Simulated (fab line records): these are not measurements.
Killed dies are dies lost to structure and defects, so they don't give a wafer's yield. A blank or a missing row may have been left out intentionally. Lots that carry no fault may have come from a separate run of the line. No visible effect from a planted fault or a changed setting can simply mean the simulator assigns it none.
Which tool is to blame? / flow n5-finfet / 24 lots with 72 wafers sampled at 5 steps, on a route of 1938 steps

== WHAT THE GAUGES SHOWED, per wafer ==
N5_SD_EPI_P_EPI_MEAS_23. Usual: thk-nm at 60.9 nm, with a standard deviation of 1.1.
lot=L074; measured=day 3 14:41; on=film-metro-01; thk-nm (nm)=59.0 61.3 59.6; flag=
lot=L075; measured=day 3 18:17; on=film-metro-01; thk-nm (nm)=60.2 62.2 60.4; flag=
lot=L076; measured=day 4 01:26; on=film-metro-01; thk-nm (nm)=60.8 59.9 60.4; flag=
lot=L077; measured=day 4 07:29; on=film-metro-01; thk-nm (nm)=61.1 60.1 60.4; flag=
lot=L078; measured=day 4 16:39; on=film-metro-01; thk-nm (nm)=60.3 59.0 60.4; flag=
lot=L079; measured=day 4 18:25; on=film-metro-01; thk-nm (nm)=60.9 64.2 62.3; flag=
lot=L081; measured=day 5 01:44; on=film-metro-02; thk-nm (nm)=61.2 59.8 61.2; flag=
lot=L080; measured=day 5 06:46; on=film-metro-02; thk-nm (nm)=61.8 60.8 61.1; flag=
lot=L082; measured=day 5 13:44; on=film-metro-02; thk-nm (nm)=59.9 60.6 62.5; flag=
lot=L083; measured=day 5 19:35; on=film-metro-02; thk-nm (nm)=60.9 58.9 62.1; flag=
lot=L084; measured=day 5 23:31; on=film-metro-01; thk-nm (nm)=62.4 62.2 60.5; flag=
lot=L085; measured=day 6 05:02; on=film-metro-01; thk-nm (nm)=61.1 62.3 60.9; flag=
lot=L086; measured=day 6 09:58; on=film-metro-01; thk-nm (nm)=58.9 60.2 60.9; flag=
lot=L087; measured=day 6 18:21; on=film-metro-02; thk-nm (nm)=60.2 60.6 59.4; flag=
lot=L088; measured=day 7 00:28; on=film-metro-01; thk-nm (nm)=59.8 60.3 60.5; flag=
lot=L089; measured=day 7 03:18; on=film-metro-02; thk-nm (nm)=61.0 61.1 58.6; flag=
lot=L090; measured=day 7 10:20; on=film-metro-02; thk-nm (nm)=60.7 60.4 59.3; flag=
lot=L091; measured=day 7 19:26; on=film-metro-02; thk-nm (nm)=60.8 61.1 61.7; flag=
lot=L092; measured=day 8 02:21; on=film-metro-02; thk-nm (nm)=59.6 60.8 60.5; flag=
lot=L093; measured=day 8 04:14; on=film-metro-01; thk-nm (nm)=63.5 62.8 61.5; flag=
lot=L094; measured=day 8 11:37; on=film-metro-01; thk-nm (nm)=61.7 61.1 61.5; flag=
lot=L095; measured=day 8 15:47; on=film-metro-01; thk-nm (nm)=60.6 60.0 61.0; flag=
lot=L096; measured=day 9 02:16; on=film-metro-02; thk-nm (nm)=61.2 59.6 60.3; flag=
lot=L097; measured=day 9 05:58; on=film-metro-01; thk-nm (nm)=61.5 61.8 61.0; flag=

N5_SDB_INSPECT_36: inspects for defects (darkfield). Usual: raw-defect-count at 35, with a standard deviation of 20.
lot=L074; measured=day 4 03:42; on=defect-inspect-01; raw-defect-count=18 25 35; flag=
lot=L075; measured=day 4 06:11; on=defect-inspect-02; raw-defect-count=16 27 32; flag=
lot=L076; measured=day 4 14:06; on=defect-inspect-02; raw-defect-count=20 26 10; flag=
lot=L077; measured=day 4 20:02; on=defect-inspect-02; raw-defect-count=24 23 18; flag=
lot=L078; measured=day 5 05:30; on=defect-inspect-02; raw-defect-count=30 19 14; flag=
lot=L079; measured=day 5 09:12; on=defect-inspect-02; raw-defect-count=24 44 25; flag=
lot=L081; measured=day 5 16:13; on=defect-inspect-02; raw-defect-count=40 62 66; flag=
lot=L080; measured=day 5 19:02; on=defect-inspect-02; raw-defect-count=24 14 21; flag=
lot=L082; measured=day 6 02:01; on=defect-inspect-01; raw-defect-count=22 20 34; flag=
lot=L083; measured=day 6 08:55; on=defect-inspect-01; raw-defect-count=78 45 35; flag=
lot=L084; measured=day 6 12:12; on=defect-inspect-01; raw-defect-count=23 47 31; flag=
lot=L085; measured=day 6 16:51; on=defect-inspect-02; raw-defect-count=25 25 34; flag=
lot=L086; measured=day 6 22:37; on=defect-inspect-01; raw-defect-count=65 21 22; flag=
lot=L087; measured=day 7 06:22; on=defect-inspect-02; raw-defect-count=22 21 14; flag=
lot=L088; measured=day 7 12:03; on=defect-inspect-02; raw-defect-count=15 24 27; flag=
lot=L089; measured=day 7 14:55; on=defect-inspect-02; raw-defect-count=30 28 32; flag=
lot=L090; measured=day 7 22:10; on=defect-inspect-01; raw-defect-count=34 20 26; flag=
lot=L091; measured=day 8 07:20; on=defect-inspect-02; raw-defect-count=45 40 33; flag=
lot=L092; measured=day 8 14:44; on=defect-inspect-01; raw-defect-count=37 35 42; flag=
lot=L093; measured=day 8 17:36; on=defect-inspect-02; raw-defect-count=15 13 16; flag=
lot=L094; measured=day 9 01:20; on=defect-inspect-01; raw-defect-count=29 37 46; flag=
lot=L095; measured=day 9 04:57; on=defect-inspect-01; raw-defect-count=47 32 26; flag=
lot=L096; measured=day 9 15:00; on=defect-inspect-01; raw-defect-count=113 80 90; flag=
lot=L097; measured=day 9 18:29; on=defect-inspect-02; raw-defect-count=42 71 30; flag=

== WHAT TOOL EACH LOT RAN ON (gives the tool, then ch and the chambers of the sampled wafers, and finally the start) ==
lot=L074; N5_ILD0_LINER_00=ald-sin-01 ch 0,2, day 3 15:40; N5_SDB_ETCH_17=rie-diel-05 ch 0,3, day 3 22:38; N5_SDB_ETCH_18=rie-diel-05 ch 0,3, day 3 22:41
lot=L075; N5_ILD0_LINER_00=ald-sin-04 ch 0,1, day 3 19:17; N5_SDB_ETCH_17=rie-diel-04 ch 2,3, day 4 02:10; N5_SDB_ETCH_18=rie-diel-04 ch 2,3, day 4 02:13
lot=L076; N5_ILD0_LINER_00=ald-sin-03 ch 0,1,3, day 4 02:25; N5_SDB_ETCH_17=rie-diel-05 ch 1,2, day 4 09:34; N5_SDB_ETCH_18=rie-diel-05 ch 1,2, day 4 09:37
lot=L077; N5_ILD0_LINER_00=ald-sin-03 ch 1,2, day 4 08:32; N5_SDB_ETCH_17=rie-diel-06 ch 0,1, day 4 15:38; N5_SDB_ETCH_18=rie-diel-06 ch 0,1, day 4 15:41
lot=L078; N5_ILD0_LINER_00=ald-sin-03 ch 1,2,3, day 4 18:17; N5_SDB_ETCH_17=rie-diel-05 ch 1,2,3, day 5 01:16; N5_SDB_ETCH_18=rie-diel-05 ch 1,2,3, day 5 01:17
lot=L079; N5_ILD0_LINER_00=ald-sin-03 ch 0,1,2, day 4 22:13; N5_SDB_ETCH_17=rie-diel-05 ch 0,2,3, day 5 05:23; N5_SDB_ETCH_18=rie-diel-05 ch 0,2,3, day 5 05:25
lot=L081; N5_ILD0_LINER_00=ald-sin-03 ch 1,3, day 5 03:01; N5_SDB_ETCH_17=rie-diel-04 ch 0,1,2, day 5 11:09; N5_SDB_ETCH_18=rie-diel-04 ch 0,1,2, day 5 11:11
lot=L080; N5_ILD0_LINER_00=ald-sin-01 ch 0,3, day 5 08:19; N5_SDB_ETCH_17=rie-diel-06 ch 0,1,2, day 5 15:11; N5_SDB_ETCH_18=rie-diel-06 ch 0,1,2, day 5 15:13
lot=L082; N5_ILD0_LINER_00=ald-sin-04 ch 2,3, day 5 14:44; N5_SDB_ETCH_17=rie-diel-06 ch 0,1, day 5 21:38; N5_SDB_ETCH_18=rie-diel-06 ch 0,1, day 5 21:41
lot=L083; N5_ILD0_LINER_00=ald-sin-03 ch 0,1, day 5 20:34; N5_SDB_ETCH_17=rie-diel-05 ch 2,3, day 6 04:44; N5_SDB_ETCH_18=rie-diel-05 ch 2,3, day 6 04:46
lot=L084; N5_ILD0_LINER_00=ald-sin-03 ch 1,2,3, day 6 00:43; N5_SDB_ETCH_17=rie-diel-05 ch 0,2,3, day 6 07:38; N5_SDB_ETCH_18=rie-diel-05 ch 0,2,3, day 6 07:40
lot=L085; N5_ILD0_LINER_00=ald-sin-03 ch 0,2, day 6 06:00; N5_SDB_ETCH_17=rie-diel-05 ch 0,2, day 6 13:02; N5_SDB_ETCH_18=rie-diel-05 ch 0,2, day 6 13:05
lot=L086; N5_ILD0_LINER_00=ald-sin-04 ch 0,2,3, day 6 11:51; N5_SDB_ETCH_17=rie-diel-05 ch 0,2, day 6 18:34; N5_SDB_ETCH_18=rie-diel-05 ch 0,2, day 6 18:37
lot=L087; N5_ILD0_LINER_00=ald-sin-04 ch 1,2,3, day 6 19:19; N5_SDB_ETCH_17=rie-diel-05 ch 0,1, day 7 02:31; N5_SDB_ETCH_18=rie-diel-05 ch 0,1, day 7 02:33
lot=L088; N5_ILD0_LINER_00=ald-sin-04 ch 2,3, day 7 01:25; N5_SDB_ETCH_17=rie-diel-05 ch 1,2, day 7 08:14; N5_SDB_ETCH_18=rie-diel-05 ch 1,2, day 7 08:16
lot=L089; N5_ILD0_LINER_00=ald-sin-03 ch 1,2,3, day 7 04:16; N5_SDB_ETCH_17=rie-diel-06 ch 0,2,3, day 7 11:03; N5_SDB_ETCH_18=rie-diel-06 ch 0,2,3, day 7 11:05
lot=L090; N5_ILD0_LINER_00=ald-sin-04 ch 0,1,3, day 7 11:17; N5_SDB_ETCH_17=rie-diel-06 ch 0,2,3, day 7 18:16; N5_SDB_ETCH_18=rie-diel-06 ch 0,2,3, day 7 18:18
lot=L091; N5_ILD0_LINER_00=ald-sin-03 ch 1,3, day 7 20:34; N5_SDB_ETCH_17=rie-diel-04 ch 2,3, day 8 03:25; N5_SDB_ETCH_18=rie-diel-04 ch 2,3, day 8 03:27
lot=L092; N5_ILD0_LINER_00=ald-sin-01 ch 1,2, day 8 03:19; N5_SDB_ETCH_17=rie-diel-04 ch 0,1,2, day 8 10:17; N5_SDB_ETCH_18=rie-diel-04 ch 0,1,2, day 8 10:19
lot=L093; N5_ILD0_LINER_00=ald-sin-03 ch 0,1,3, day 8 05:28; N5_SDB_ETCH_17=rie-diel-06 ch 0,1,2, day 8 12:32; N5_SDB_ETCH_18=rie-diel-06 ch 0,1,2, day 8 12:34
lot=L094; N5_ILD0_LINER_00=ald-sin-01 ch 1,2,3, day 8 14:23; N5_SDB_ETCH_17=rie-diel-06 ch 0,1,2, day 8 21:25; N5_SDB_ETCH_18=rie-diel-06 ch 0,1,2, day 8 21:27
lot=L095; N5_ILD0_LINER_00=ald-sin-01 ch 0,2, day 8 17:52; N5_SDB_ETCH_17=rie-diel-06 ch 0,1,2, day 9 00:45; N5_SDB_ETCH_18=rie-diel-06 ch 0,1,2, day 9 00:47
lot=L096; N5_ILD0_LINER_00=ald-sin-01 ch 2,3, day 9 03:49; N5_SDB_ETCH_17=rie-diel-04 ch 0,2,3, day 9 11:11; N5_SDB_ETCH_18=rie-diel-04 ch 0,2,3, day 9 11:13
lot=L097; N5_ILD0_LINER_00=ald-sin-03 ch 1,2, day 9 07:22; N5_SDB_ETCH_17=rie-diel-06 ch 2,3, day 9 14:34; N5_SDB_ETCH_18=rie-diel-06 ch 2,3, day 9 14:37
- N5_ILD0_LINER_00: material SiNx, target thk 4 nm, pulse time 1 s, purge time 2 s.
- N5_SDB_ETCH_17: etches SiARC in CF4, target depth 23.4 nm, time 39 s.
- N5_SDB_ETCH_18: etches SOC in N2/H2, target depth 100 nm, overetch 20 nm, time 150 s.

== WHAT THE TOOLS THEMSELVES READ (means of the sampled wafers that have a number; where no wafer has one, the mark that the record gives instead) ==
N5_ILD0_LINER_00. Usual: heater-power-w 857 W, standard deviation 95; precursor-pulse-height-rel 1.000, standard deviation 0.018; susceptor-temp-C 400.05 C, standard deviation 0.22.
lot=L074; tool=ald-sin-01; heater-power-w (W)=921; precursor-pulse-height-rel=1.001; susceptor-temp-C (C)=400.22; flag=
lot=L075; tool=ald-sin-04; heater-power-w (W)=760; precursor-pulse-height-rel=1.015; susceptor-temp-C (C)=400.15; flag=
lot=L076; tool=ald-sin-03; heater-power-w (W)=866; precursor-pulse-height-rel=0.993; susceptor-temp-C (C)=400.00; flag=
lot=L077; tool=ald-sin-03; heater-power-w (W)=892; precursor-pulse-height-rel=0.987; susceptor-temp-C (C)=400.09; flag=
lot=L078; tool=ald-sin-03; heater-power-w (W)=847; precursor-pulse-height-rel=0.989; susceptor-temp-C (C)=400.00; flag=
lot=L079; tool=ald-sin-03; heater-power-w (W)=872; precursor-pulse-height-rel=1.001; susceptor-temp-C (C)=400.09; flag=
lot=L081; tool=ald-sin-03; heater-power-w (W)=833; precursor-pulse-height-rel=1.011; susceptor-temp-C (C)=400.10; flag=
lot=L080; tool=ald-sin-01; heater-power-w (W)=957; precursor-pulse-height-rel=0.989; susceptor-temp-C (C)=400.16; flag=
lot=L082; tool=ald-sin-04; heater-power-w (W)=853; precursor-pulse-height-rel=1.000; susceptor-temp-C (C)=400.08; flag=
lot=L083; tool=ald-sin-03; heater-power-w (W)=877; precursor-pulse-height-rel=1.008; susceptor-temp-C (C)=400.01; flag=
lot=L084; tool=ald-sin-03; heater-power-w (W)=854; precursor-pulse-height-rel=0.985; susceptor-temp-C (C)=399.73; flag=
lot=L085; tool=ald-sin-03; heater-power-w (W)=819; precursor-pulse-height-rel=1.014; susceptor-temp-C (C)=400.09; flag=
lot=L086; tool=ald-sin-04; heater-power-w (W)=830; precursor-pulse-height-rel=0.989; susceptor-temp-C (C)=399.89; flag=
lot=L087; tool=ald-sin-04; heater-power-w (W)=851; precursor-pulse-height-rel=0.994; susceptor-temp-C (C)=399.93; flag=
lot=L088; tool=ald-sin-04; heater-power-w (W)=841; precursor-pulse-height-rel=1.008; susceptor-temp-C (C)=399.99; flag=
lot=L089; tool=ald-sin-03; heater-power-w (W)=859; precursor-pulse-height-rel=0.992; susceptor-temp-C (C)=400.09; flag=
lot=L090; tool=ald-sin-04; heater-power-w (W)=811; precursor-pulse-height-rel=0.975; susceptor-temp-C (C)=400.03; flag=
lot=L091; tool=ald-sin-03; heater-power-w (W)=921; precursor-pulse-height-rel=1.004; susceptor-temp-C (C)=400.11; flag=
lot=L092; tool=ald-sin-01; heater-power-w (W)=866; precursor-pulse-height-rel=1.000; susceptor-temp-C (C)=399.91; flag=
lot=L093; tool=ald-sin-03; heater-power-w (W)=855; precursor-pulse-height-rel=0.991; susceptor-temp-C (C)=399.97; flag=
lot=L094; tool=ald-sin-01; heater-power-w (W)=912; precursor-pulse-height-rel=0.974; susceptor-temp-C (C)=400.05; flag=
lot=L095; tool=ald-sin-01; heater-power-w (W)=914; precursor-pulse-height-rel=0.984; susceptor-temp-C (C)=400.17; flag=
lot=L096; tool=ald-sin-01; heater-power-w (W)=897; precursor-pulse-height-rel=0.985; susceptor-temp-C (C)=400.03; flag=
lot=L097; tool=ald-sin-03; heater-power-w (W)=949; precursor-pulse-height-rel=0.996; susceptor-temp-C (C)=399.79; flag=

N5_SDB_ETCH_17. Usual: drypump-motor-current-A 5.73 A, standard deviation 0.24; etch-rf-on-time-s 39.1 s, standard deviation 0.69; oes-product-au 0.69 a.u., standard deviation 0.079; rf-vpp-V 184.4 V, standard deviation 1.1; showerhead-plenum-p-Torr 2.18 Torr, standard deviation 0.069; throttle-valve-pct 15.53 %, standard deviation 0.26.
lot=L074; tool=rie-diel-05; drypump-motor-current-A (A)=5.76; etch-rf-on-time-s (s)=39.4; oes-product-au (a.u.)=0.64; rf-vpp-V (V)=183.8; showerhead-plenum-p-Torr (Torr)=2.15; throttle-valve-pct (%)=15.67; flag=
lot=L075; tool=rie-diel-04; drypump-motor-current-A (A)=5.65; etch-rf-on-time-s (s)=39.0; oes-product-au (a.u.)=0.68; rf-vpp-V (V)=184.1; showerhead-plenum-p-Torr (Torr)=2.12; throttle-valve-pct (%)=15.80; flag=
lot=L076; tool=rie-diel-05; drypump-motor-current-A (A)=5.91; etch-rf-on-time-s (s)=39.3; oes-product-au (a.u.)=0.64; rf-vpp-V (V)=184.3; showerhead-plenum-p-Torr (Torr)=2.19; throttle-valve-pct (%)=15.57; flag=
lot=L077; tool=rie-diel-06; drypump-motor-current-A (A)=5.60; etch-rf-on-time-s (s)=38.8; oes-product-au (a.u.)=0.76; rf-vpp-V (V)=184.9; showerhead-plenum-p-Torr (Torr)=2.22; throttle-valve-pct (%)=15.48; flag=
lot=L078; tool=rie-diel-05; drypump-motor-current-A (A)=5.93; etch-rf-on-time-s (s)=39.1; oes-product-au (a.u.)=0.64; rf-vpp-V (V)=184.0; showerhead-plenum-p-Torr (Torr)=2.17; throttle-valve-pct (%)=15.69; flag=
lot=L079; tool=rie-diel-05; drypump-motor-current-A (A)=5.85; etch-rf-on-time-s (s)=39.3; oes-product-au (a.u.)=0.68; rf-vpp-V (V)=184.6; showerhead-plenum-p-Torr (Torr)=2.15; throttle-valve-pct (%)=15.59; flag=
lot=L081; tool=rie-diel-04; drypump-motor-current-A (A)=5.64; etch-rf-on-time-s (s)=39.6; oes-product-au (a.u.)=0.59; rf-vpp-V (V)=183.7; showerhead-plenum-p-Torr (Torr)=2.12; throttle-valve-pct (%)=15.82; flag=
lot=L080; tool=rie-diel-06; drypump-motor-current-A (A)=5.64; etch-rf-on-time-s (s)=39.0; oes-product-au (a.u.)=0.76; rf-vpp-V (V)=184.3; showerhead-plenum-p-Torr (Torr)=2.22; throttle-valve-pct (%)=15.38; flag=
lot=L082; tool=rie-diel-06; drypump-motor-current-A (A)=5.61; etch-rf-on-time-s (s)=38.8; oes-product-au (a.u.)=0.75; rf-vpp-V (V)=185.1; showerhead-plenum-p-Torr (Torr)=2.16; throttle-valve-pct (%)=15.44; flag=
lot=L083; tool=rie-diel-05; drypump-motor-current-A (A)=6.00; etch-rf-on-time-s (s)=39.7; oes-product-au (a.u.)=0.63; rf-vpp-V (V)=183.8; showerhead-plenum-p-Torr (Torr)=2.14; throttle-valve-pct (%)=15.82; flag=
lot=L084; tool=rie-diel-05; drypump-motor-current-A (A)=5.88; etch-rf-on-time-s (s)=39.4; oes-product-au (a.u.)=0.67; rf-vpp-V (V)=184.2; showerhead-plenum-p-Torr (Torr)=2.15; throttle-valve-pct (%)=15.61; flag=
lot=L085; tool=rie-diel-05; drypump-motor-current-A (A)=5.76; etch-rf-on-time-s (s)=39.6; oes-product-au (a.u.)=0.69; rf-vpp-V (V)=183.9; showerhead-plenum-p-Torr (Torr)=2.16; throttle-valve-pct (%)=15.40; flag=
lot=L086; tool=rie-diel-05; drypump-motor-current-A (A)=5.93; etch-rf-on-time-s (s)=39.3; oes-product-au (a.u.)=0.71; rf-vpp-V (V)=183.5; showerhead-plenum-p-Torr (Torr)=2.16; throttle-valve-pct (%)=15.53; flag=
lot=L087; tool=rie-diel-05; drypump-motor-current-A (A)=5.73; etch-rf-on-time-s (s)=38.8; oes-product-au (a.u.)=0.79; rf-vpp-V (V)=183.8; showerhead-plenum-p-Torr (Torr)=2.18; throttle-valve-pct (%)=15.14; flag=
lot=L088; tool=rie-diel-05; drypump-motor-current-A (A)=5.92; etch-rf-on-time-s (s)=39.5; oes-product-au (a.u.)=0.78; rf-vpp-V (V)=184.4; showerhead-plenum-p-Torr (Torr)=2.18; throttle-valve-pct (%)=15.27; flag=
lot=L089; tool=rie-diel-06; drypump-motor-current-A (A)=5.53; etch-rf-on-time-s (s)=38.3; oes-product-au (a.u.)=0.70; rf-vpp-V (V)=184.6; showerhead-plenum-p-Torr (Torr)=2.25; throttle-valve-pct (%)=15.45; flag=
lot=L090; tool=rie-diel-06; drypump-motor-current-A (A)=5.53; etch-rf-on-time-s (s)=38.4; oes-product-au (a.u.)=0.70; rf-vpp-V (V)=184.7; showerhead-plenum-p-Torr (Torr)=2.25; throttle-valve-pct (%)=15.45; flag=
lot=L091; tool=rie-diel-04; drypump-motor-current-A (A)=5.84; etch-rf-on-time-s (s)=38.9; oes-product-au (a.u.)=0.70; rf-vpp-V (V)=184.3; showerhead-plenum-p-Torr (Torr)=2.19; throttle-valve-pct (%)=15.70; flag=
lot=L092; tool=rie-diel-04; drypump-motor-current-A (A)=5.64; etch-rf-on-time-s (s)=39.4; oes-product-au (a.u.)=0.65; rf-vpp-V (V)=183.9; showerhead-plenum-p-Torr (Torr)=2.11; throttle-valve-pct (%)=15.70; flag=
lot=L093; tool=rie-diel-06; drypump-motor-current-A (A)=5.64; etch-rf-on-time-s (s)=38.5; oes-product-au (a.u.)=0.73; rf-vpp-V (V)=185.0; showerhead-plenum-p-Torr (Torr)=2.21; throttle-valve-pct (%)=15.42; flag=
lot=L094; tool=rie-diel-06; drypump-motor-current-A (A)=5.66; etch-rf-on-time-s (s)=38.3; oes-product-au (a.u.)=0.73; rf-vpp-V (V)=184.8; showerhead-plenum-p-Torr (Torr)=2.21; throttle-valve-pct (%)=15.43; flag=
lot=L095; tool=rie-diel-06; drypump-motor-current-A (A)=5.65; etch-rf-on-time-s (s)=38.6; oes-product-au (a.u.)=0.73; rf-vpp-V (V)=183.7; showerhead-plenum-p-Torr (Torr)=2.21; throttle-valve-pct (%)=15.43; flag=
lot=L096; tool=rie-diel-04; drypump-motor-current-A (A)=5.63; etch-rf-on-time-s (s)=39.4; oes-product-au (a.u.)=0.63; rf-vpp-V (V)=184.1; showerhead-plenum-p-Torr (Torr)=2.14; throttle-valve-pct (%)=15.76; flag=
lot=L097; tool=rie-diel-06; drypump-motor-current-A (A)=5.43; etch-rf-on-time-s (s)=38.1; oes-product-au (a.u.)=0.82; rf-vpp-V (V)=185.6; showerhead-plenum-p-Torr (Torr)=2.22; throttle-valve-pct (%)=15.13; flag=

N5_SDB_ETCH_18. Usual: drypump-motor-current-A 5.74 A, standard deviation 0.25; oes-product-au 0.73 a.u., standard deviation 0.078; rf-vpp-V 525.0 V, standard deviation 2.4; showerhead-plenum-p-Torr 2.58 Torr, standard deviation 0.087; throttle-valve-pct 17.8 %, standard deviation 0.31.
lot=L074; tool=rie-diel-05; drypump-motor-current-A (A)=5.80; oes-product-au (a.u.)=0.67; rf-vpp-V (V)=523.4; showerhead-plenum-p-Torr (Torr)=2.54; throttle-valve-pct (%)=17.9; flag=
lot=L075; tool=rie-diel-04; drypump-motor-current-A (A)=5.66; oes-product-au (a.u.)=0.71; rf-vpp-V (V)=523.2; showerhead-plenum-p-Torr (Torr)=2.53; throttle-valve-pct (%)=18.1; flag=
lot=L076; tool=rie-diel-05; drypump-motor-current-A (A)=5.93; oes-product-au (a.u.)=0.68; rf-vpp-V (V)=525.4; showerhead-plenum-p-Torr (Torr)=2.61; throttle-valve-pct (%)=17.7; flag=
lot=L077; tool=rie-diel-06; drypump-motor-current-A (A)=5.59; oes-product-au (a.u.)=0.80; rf-vpp-V (V)=526.9; showerhead-plenum-p-Torr (Torr)=2.64; throttle-valve-pct (%)=17.8; flag=
lot=L078; tool=rie-diel-05; drypump-motor-current-A (A)=5.94; oes-product-au (a.u.)=0.68; rf-vpp-V (V)=525.0; showerhead-plenum-p-Torr (Torr)=2.57; throttle-valve-pct (%)=17.9; flag=
lot=L079; tool=rie-diel-05; drypump-motor-current-A (A)=5.86; oes-product-au (a.u.)=0.72; rf-vpp-V (V)=524.2; showerhead-plenum-p-Torr (Torr)=2.56; throttle-valve-pct (%)=17.8; flag=
lot=L081; tool=rie-diel-04; drypump-motor-current-A (A)=5.64; oes-product-au (a.u.)=0.62; rf-vpp-V (V)=523.8; showerhead-plenum-p-Torr (Torr)=2.52; throttle-valve-pct (%)=18.1; flag=
lot=L080; tool=rie-diel-06; drypump-motor-current-A (A)=5.66; oes-product-au (a.u.)=0.80; rf-vpp-V (V)=526.4; showerhead-plenum-p-Torr (Torr)=2.64; throttle-valve-pct (%)=17.6; flag=
lot=L082; tool=rie-diel-06; drypump-motor-current-A (A)=5.62; oes-product-au (a.u.)=0.77; rf-vpp-V (V)=525.1; showerhead-plenum-p-Torr (Torr)=2.57; throttle-valve-pct (%)=17.7; flag=
lot=L083; tool=rie-diel-05; drypump-motor-current-A (A)=5.98; oes-product-au (a.u.)=0.68; rf-vpp-V (V)=523.6; showerhead-plenum-p-Torr (Torr)=2.54; throttle-valve-pct (%)=18.1; flag=
lot=L084; tool=rie-diel-05; drypump-motor-current-A (A)=5.87; oes-product-au (a.u.)=0.70; rf-vpp-V (V)=524.8; showerhead-plenum-p-Torr (Torr)=2.56; throttle-valve-pct (%)=17.9; flag=
lot=L085; tool=rie-diel-05; drypump-motor-current-A (A)=5.77; oes-product-au (a.u.)=0.73; rf-vpp-V (V)=524.1; showerhead-plenum-p-Torr (Torr)=2.57; throttle-valve-pct (%)=17.6; flag=
lot=L086; tool=rie-diel-05; drypump-motor-current-A (A)=5.94; oes-product-au (a.u.)=0.75; rf-vpp-V (V)=525.0; showerhead-plenum-p-Torr (Torr)=2.58; throttle-valve-pct (%)=17.8; flag=
lot=L087; tool=rie-diel-05; drypump-motor-current-A (A)=5.75; oes-product-au (a.u.)=0.82; rf-vpp-V (V)=526.0; showerhead-plenum-p-Torr (Torr)=2.59; throttle-valve-pct (%)=17.3; flag=
lot=L088; tool=rie-diel-05; drypump-motor-current-A (A)=5.93; oes-product-au (a.u.)=0.83; rf-vpp-V (V)=524.8; showerhead-plenum-p-Torr (Torr)=2.59; throttle-valve-pct (%)=17.5; flag=
lot=L089; tool=rie-diel-06; drypump-motor-current-A (A)=5.53; oes-product-au (a.u.)=0.73; rf-vpp-V (V)=527.6; showerhead-plenum-p-Torr (Torr)=2.67; throttle-valve-pct (%)=17.7; flag=
lot=L090; tool=rie-diel-06; drypump-motor-current-A (A)=5.54; oes-product-au (a.u.)=0.72; rf-vpp-V (V)=527.5; showerhead-plenum-p-Torr (Torr)=2.67; throttle-valve-pct (%)=17.7; flag=
lot=L091; tool=rie-diel-04; drypump-motor-current-A (A)=5.85; oes-product-au (a.u.)=0.73; rf-vpp-V (V)=525.2; showerhead-plenum-p-Torr (Torr)=2.61; throttle-valve-pct (%)=18.0; flag=
lot=L092; tool=rie-diel-04; drypump-motor-current-A (A)=5.63; oes-product-au (a.u.)=0.70; rf-vpp-V (V)=523.5; showerhead-plenum-p-Torr (Torr)=2.51; throttle-valve-pct (%)=18.0; flag=
lot=L093; tool=rie-diel-06; drypump-motor-current-A (A)=5.63; oes-product-au (a.u.)=0.76; rf-vpp-V (V)=525.7; showerhead-plenum-p-Torr (Torr)=2.63; throttle-valve-pct (%)=17.6; flag=
lot=L094; tool=rie-diel-06; drypump-motor-current-A (A)=5.65; oes-product-au (a.u.)=0.76; rf-vpp-V (V)=525.0; showerhead-plenum-p-Torr (Torr)=2.62; throttle-valve-pct (%)=17.7; flag=
lot=L095; tool=rie-diel-06; drypump-motor-current-A (A)=5.67; oes-product-au (a.u.)=0.75; rf-vpp-V (V)=526.1; showerhead-plenum-p-Torr (Torr)=2.62; throttle-valve-pct (%)=17.6; flag=
lot=L096; tool=rie-diel-04; drypump-motor-current-A (A)=5.64; oes-product-au (a.u.)=0.67; rf-vpp-V (V)=522.6; showerhead-plenum-p-Torr (Torr)=2.54; throttle-valve-pct (%)=18.0; flag=
lot=L097; tool=rie-diel-06; drypump-motor-current-A (A)=5.44; oes-product-au (a.u.)=0.84; rf-vpp-V (V)=526.5; showerhead-plenum-p-Torr (Torr)=2.63; throttle-valve-pct (%)=17.3; flag=

== THE ANSWER, worked out from the rows above alone ==
Rule: a lot counts as off when the mean over its wafers that have a number is more than 3 standard deviations away from the usual mean. A lot without any number at a reading at which 4 lots or more have one is off too. Any other lot the step has rows for is counted as sound. Order of review: gauges by route order, followed by the tools' own readings, for which a lot's mean as printed above is used. At the first step where some lot is off, the reading lying furthest off is the one used; lots without a number count as furthest.
None of the lots is off at any reading shown; this tells nothing.

== WHAT THE SIMULATOR HAD PUT IN ==
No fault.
